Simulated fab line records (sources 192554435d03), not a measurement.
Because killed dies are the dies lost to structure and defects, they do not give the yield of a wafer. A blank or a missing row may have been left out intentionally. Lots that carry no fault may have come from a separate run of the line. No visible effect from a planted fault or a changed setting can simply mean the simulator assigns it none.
Chamber matching | flow n5Finfet | N5_BEOL_M0_SAQP_DESCUM_45 on rieDiel-05 has 4 sister chambers
The step chemistry O2, time 7 s. 4 wafers are shown with their chamber, then 10 later ones without.

## WAFERS PAIRED WITH THEIR CHAMBERS
wafer  | chamber | drypumpMotorCurrentA (A)
L088.1 | 1       | 6.3
L089.5 | 3       | 6.1
L091.3 | 2       | 5.4
L091.4 | 0       | 6.1

## WAFERS WHOSE CHAMBER IS MISSING
wafer  | drypumpMotorCurrentA (A)
L091.6 | 6.3
L092.1 | 6.1
L092.2 | 6.1
L092.5 | 6.1
L096.1 | 5.3
L096.2 | 6.3
L096.6 | 6.1
L097.1 | 6.1
L097.3 | 6.3
L097.5 | 6.1

## EACH ONE'S CHAMBER
wafer  | from the rows above     | in truth
L091.6 | 1                       | 1
L092.1 | can't be placed: 0 or 3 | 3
L092.2 | can't be placed: 0 or 3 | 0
L092.5 | can't be placed: 0 or 3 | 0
L096.1 | 2                       | 2
L096.2 | 1                       | 1
L096.6 | can't be placed: 0 or 3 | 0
L097.1 | can't be placed: 0 or 3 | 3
L097.3 | 1                       | 1
L097.5 | can't be placed: 0 or 3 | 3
Correctly placed: 4 of 10. Not placeable from these rows: 6 (in 6, the candidates include the true chamber). Placed wrongly: 0.
How it was worked out, from the rows above alone: a wafer's distance from a chamber is the root of the sum, over the readings, of the square of ((its reading less the chamber's mean) divided by the reading's scatter). If the next closest chamber is less than 2 further off than the closest, the wafer can't be placed; otherwise it belongs to the closest. The mean given for a chamber averages the wafers shown for that chamber. The scatter: with one shown wafer a chamber, the root of the mean of the squares of how far each hidden wafer lies from its nearest shown one.
